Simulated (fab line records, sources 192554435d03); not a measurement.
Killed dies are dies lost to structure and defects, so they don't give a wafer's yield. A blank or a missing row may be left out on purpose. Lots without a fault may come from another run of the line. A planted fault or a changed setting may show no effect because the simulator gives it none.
Which tool did it? | flow n5_finfet | 24 lots, 72 wafers sampled, at 2 steps of a route of 1938

WHAT THE GAUGES READ, wafer by wafer
N5_BEOL_M1_CD_MEAS_28: target cd y 23.3 nm.
lot  | measured     | on        | cd_nm (nm)
L074 | day 6 05:41  | cd_sem-02 | 24.21 24.06 23.91
L075 | day 6 10:43  | cd_sem-03 | 24.15 23.99 23.85
L076 | day 6 23:59  | cd_sem-01 | 23.54 23.95 23.43
L078 | day 7 04:35  | cd_sem-03 | 23.77 23.92 23.72
L077 | day 7 11:09  | cd_sem-03 | 23.69 24.03 23.87
L079 | day 7 11:49  | cd_sem-01 | 23.76 23.89 24.11
L080 | day 7 16:24  | cd_sem-03 | 23.54 23.76 23.96
L081 | day 7 19:00  | cd_sem-03 | 23.93 23.22 23.73
L082 | day 8 02:51  | cd_sem-01 | 23.87 23.95 24.25
L083 | day 8 11:46  | cd_sem-01 | 23.43 23.56 23.79
L084 | day 8 18:49  | cd_sem-01 | 23.85 23.93 24.02
L085 | day 9 03:52  | cd_sem-03 | 24.10 23.74 23.63
L086 | day 9 08:46  | cd_sem-03 | 23.51 23.99 23.98
L087 | day 9 12:10  | cd_sem-03 | 23.96 24.46 23.93
L088 | day 9 19:44  | cd_sem-02 | 23.73 23.77 23.54
L089 | day 9 19:58  | cd_sem-01 | 23.79 23.78 23.83
L091 | day 10 07:08 | cd_sem-02 | 23.79 23.77 24.05
L090 | day 10 07:24 | cd_sem-02 | 23.75 24.03 23.79
L093 | day 10 20:29 | cd_sem-03 | 24.00 24.20 23.89
L092 | day 10 23:28 | cd_sem-01 | 23.46 23.78 23.69
L094 | day 11 10:40 | cd_sem-01 | 24.14 23.84 23.94
L095 | day 11 11:02 | cd_sem-01 | 24.49 24.02 23.45
L097 | day 11 22:54 | cd_sem-02 | 23.59 23.60 23.81
L096 | day 11 23:06 | cd_sem-01 | 23.81 23.84 23.86

WHICH TOOL RAN EACH LOT (tool, then ch and the chambers of the sampled wafers, then the start)
lot  | N5_BEOL_M1_STRIP_66
L074 | rie_diel-01 ch 0,3, day 6 05:07
L075 | rie_diel-01 ch 2,3, day 6 10:04
L076 | rie_diel-03 ch 0,1,3, day 6 23:25
L078 | rie_diel-03 ch 0,1,2, day 7 03:48
L077 | rie_diel-05 ch 0,2, day 7 10:28
L079 | rie_diel-03 ch 0,3, day 7 11:07
L080 | rie_diel-01 ch 1,2, day 7 15:49
L081 | rie_diel-01 ch 0,1,2, day 7 18:28
L082 | rie_diel-01 ch 1,2,3, day 8 02:11
L083 | rie_diel-01 ch 0,1, day 8 10:50
L084 | rie_diel-03 ch 1,2,3, day 8 18:02
L085 | rie_diel-01 ch 0,1,3, day 9 03:15
L086 | rie_diel-05 ch 1,3, day 9 08:05
L087 | rie_diel-03 ch 0,1,3, day 9 11:35
L088 | rie_diel-01 ch 2,3, day 9 19:04
L089 | rie_diel-01 ch 1,3, day 9 19:18
L091 | rie_diel-03 ch 0,2, day 10 06:32
L090 | rie_diel-01 ch 0,2, day 10 06:41
L093 | rie_diel-01 ch 0,1, day 10 19:45
L092 | rie_diel-03 ch 2,3, day 10 22:51
L094 | rie_diel-05 ch 1,2,3, day 11 10:01
L095 | rie_diel-05 ch 1,2, day 11 10:29
L097 | rie_diel-05 ch 1,2, day 11 21:58
L096 | rie_diel-05 ch 0,2,3, day 11 22:12
- N5_BEOL_M1_STRIP_66: strips in CF4.

WHAT THE TOOLS THEMSELVES READ (means of the sampled wafers that have a number; where no wafer has one, the mark that the record gives instead)
N5_BEOL_M1_STRIP_66.
lot  | tool        | drypump_motor_current_A (A) | oes_product_au (a.u.) | rf_vpp_V (V) | showerhead_plenum_p_Torr (Torr) | throttle_valve_pct (%)
L074 | rie_diel-01 | 5.9                         | 0.90                  | 271.0        | 1.80                            | 13.29
L075 | rie_diel-01 | 5.7                         | 0.91                  | 271.4        | 1.80                            | 13.29
L076 | rie_diel-03 | 6.4                         | 0.84                  | 272.9        | 1.82                            | 13.39
L078 | rie_diel-03 | 6.1                         | 0.80                  | 271.2        | 1.80                            | 13.48
L077 | rie_diel-05 | 5.1                         | 0.76                  | 269.4        | 1.73                            | 13.52
L079 | rie_diel-03 | 6.3                         | 0.88                  | 272.9        | 1.85                            | 13.23
L080 | rie_diel-01 | 5.3                         | 0.91                  | 270.7        | 1.75                            | 13.12
L081 | rie_diel-01 | 5.4                         | 0.90                  | 270.6        | 1.74                            | 13.12
L082 | rie_diel-01 | 5.5                         | 0.88                  | 270.7        | 1.78                            | 13.24
L083 | rie_diel-01 | 5.5                         | 0.87                  | 270.1        | 1.74                            | 13.14
L084 | rie_diel-03 | 6.3                         | 0.81                  | 272.1        | 1.82                            | 13.41
L085 | rie_diel-01 | 5.6                         | 0.85                  | 271.6        | 1.77                            | 13.27
L086 | rie_diel-05 | 5.9                         | 0.68                  | 272.4        | 1.84                            | 13.70
L087 | rie_diel-03 | 6.4                         | 0.81                  | 272.0        | 1.82                            | 13.44
L088 | rie_diel-01 | 5.7                         | 0.85                  | 271.5        | 1.79                            | 13.36
L089 | rie_diel-01 | 5.8                         | 0.83                  | 271.7        | 1.80                            | 13.38
L091 | rie_diel-03 | 5.9                         | 0.78                  | 271.3        | 1.79                            | 13.46
L090 | rie_diel-01 | 5.4                         | 0.86                  | 270.4        | 1.73                            | 13.16
L093 | rie_diel-01 | 5.5                         | 0.84                  | 270.8        | 1.73                            | 13.19
L092 | rie_diel-03 | 6.0                         | 0.79                  | 272.5        | 1.81                            | 13.37
L094 | rie_diel-05 | 5.6                         | 0.84                  | 271.7        | 1.80                            | 13.51
L095 | rie_diel-05 | 5.3                         | 0.88                  | 270.0        | 1.77                            | 13.37
L097 | rie_diel-05 | 5.6                         | 0.92                  | 271.6        | 1.79                            | 13.19
L096 | rie_diel-05 | 5.3                         | 0.74                  | 270.2        | 1.77                            | 13.72

THE ANSWER, worked out from the rows above alone
Rule: what is usual is taken from the lots themselves. Put in order of their means at a reading, lots are off if they are a third of the lots or fewer, leave a main group of 4 or more, and stand apart from it by a gap of 3 or more times the standard deviation of the main group's means; of several such gaps the widest counts. A main group whose means are all the same, to the digits that the tables above print for the reading, isn't used. A lot without any number at a reading at which 4 lots or more have one is off too. The other lots that the step has rows for count as sound. The gauges are gone through in route order, then the tools' own readings, and for those a lot's mean is taken as printed above. The first step at which some lot is off is used, and at that step the reading that is off furthest; a lot without a number counts as furthest.
No lot is off at any reading shown: from this, nothing can be told.

WHAT THE SIMULATOR HAD PUT IN
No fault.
